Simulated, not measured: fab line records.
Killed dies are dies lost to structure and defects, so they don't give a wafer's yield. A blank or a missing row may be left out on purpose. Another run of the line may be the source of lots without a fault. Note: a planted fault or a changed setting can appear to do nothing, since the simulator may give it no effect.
A lot that was struck, set against a sound lot | flow n5Finfet | 16 steps out of a route of 1938
Sound: wafers L935.3, L935.5, L935.6. Wafers L943.1, L943.5, L943.6 were the ones struck. The cause comes at the end.
Per side, at each step with rows, come the tool, then ch with its chambers, and then its first start. Under that, the readings that differ: sound wafers | struck wafers | difference of the means | sigmas: that difference in standard deviations of wafers without a fault.
alike: words and numbers the same on both sides, and readings whose means are apart by under 2 such deviations; not compared: readings that were withheld, readings missing a value for some wafer, numbers with overlapping values and no deviation given by the record, and bounds like >300 which may hide the same value.
Wherever a step has rows on one side only, a row that says differs or no value, or a row with sigmas, the two part there. Numbers that have no deviation but don't overlap get no sigmas and don't part them. A reading missing from all wafers of one side parts the sides only when that side holds two or more wafers.

first, 7 steps without rows for these wafers: N5_HKMG_FIN_COAT_30 (time 60 s, resist thk 35 nm); N5_HKMG_FIN_COAT_06 (resist thk 90 nm); N5_HKMG_FIN_EBR_08; N5_HKMG_FIN_SOFTBAKE_07 (time 60 s); N5_HKMG_FIN_EXPOSE_09 (exposes mask NWFM); N5_HKMG_FIN_PEB_10 (peb time 60 s); N5_HKMG_FIN_DEVELOP_11 (develop time 30 s).
N5_HKMG_FIN_CD_MEAS_12: target cd 92.8 nm.
  sound on cdSem-02 ch 0, day 6 15:28; struck on cdSem-02 ch 0, day 8 10:08
  alike: cdNm
N5_HKMG_FIN_OVL_MEAS_13:
  sound on overlay-01 ch 0, day 6 15:29; struck on overlay-01 ch 0, day 8 10:10
  alike: NWFM_OVL
N5_HKMG_FIN_INSPECT_14: inspects for defects (macro).
  struck on defectInspect-01, day 8 10:11; sound on defectInspect-01, day 6 15:31
  alike: rawDefectCount
N5_HKMG_FIN_DESCUM_17: chemistry O2, time 7.9 s.
  sound on rieDiel-04 ch 0,2,3, day 6 15:53; struck on rieDiel-04 ch 0,1,3, day 8 10:13
  alike: drypumpMotorCurrentA, oesProductAu, rfVppV, showerheadPlenumPTorr, throttleValvePct
  not compared: rfHoursCounterH
N5_HKMG_FIN_ETCH_31: etches SiARC in CF4, target depth 45.5 nm, time 75.8 s.
  sound on rieDiel-04 ch 0,2,3, day 6 15:56; struck on rieDiel-04 ch 0,1,3, day 8 10:15
  alike: drypumpMotorCurrentA, etchRfOnTimeS, oesProductAu, rfFwdPowerW, rfVppV, showerheadPlenumPTorr, throttleValvePct
  not compared: rfHoursCounterH
N5_HKMG_FIN_ETCH_32: etches SOC in N2/H2, target depth 240 nm, time 300 s.
  sound on rieDiel-04 ch 0,2,3, day 6 15:59; struck on rieDiel-04 ch 0,1,3, day 8 10:19
reading                                    | sound             | struck               | difference | sigmas
oesProductAu (a.u.)                        | 0.71 0.73 0.75    | 0.96 0.83 0.81       | +0.14      | +2
rfFwdPowerW (W)                            | 841.6 841.2 834.9 | 1039.6 1040.9 1037.3 | +200.0     | +74
rfVppV (V)                                 | 522.2 526.4 523.0 | 488.8 489.1 490.2    | -34.5      | -16
model.HKMG_FIN.featureDepthNm (nm)         | 240 238.4 233     | 289.8 280.4 285.8    | +48.2      | 
model.etch.depthNm (nm)                    | 239.9 238.4 233.1 | 289.8 280.3 285.7    | +48.1      | 
model.SiARC_of_HKMG_FIN_COAT_30.thkNm (nm) | 21 21.2 21.8      | 19 20.2 19.6         | -2         | 
  alike: drypumpMotorCurrentA, n2FlowSccm, showerheadPlenumPTorr, throttleValvePct
  not compared: rfHoursCounterH
then, 1 step without rows for these wafers: N5_HKMG_FIN_STRIP_33 (strips in N2/H2).
-- here the record skips 4 days between the struck wafers' starts before and after, leaving off in module HKMG_FIN and picking up in module BEOL_M4 (first step shown: number 1111 of the route) --
N5_BEOL_M4_RC_MEAS_101:
  sound on prober-01 ch 0, day 10 17:47; struck on prober-02 ch 0, day 12 12:56
  alike: DIBL_N, DIBL_P, IOFF_N, IOFF_P, ION_N, ION_P, SS_N, SS_P, VT_N, VT_P
after that, 1 step had no rows for these wafers: N5_PASSIVATION_PROBE_49.

== WHERE THEY PART ==
N5_HKMG_FIN_ETCH_32 only, going by this record. Later steps at which nothing parts them and some readings are alike: N5_BEOL_M4_RC_MEAS_101.

WHY: whatever the simulator had introduced
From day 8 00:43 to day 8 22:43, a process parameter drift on rieDiel-04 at N5_HKMG_FIN_ETCH_32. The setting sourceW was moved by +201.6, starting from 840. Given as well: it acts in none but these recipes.
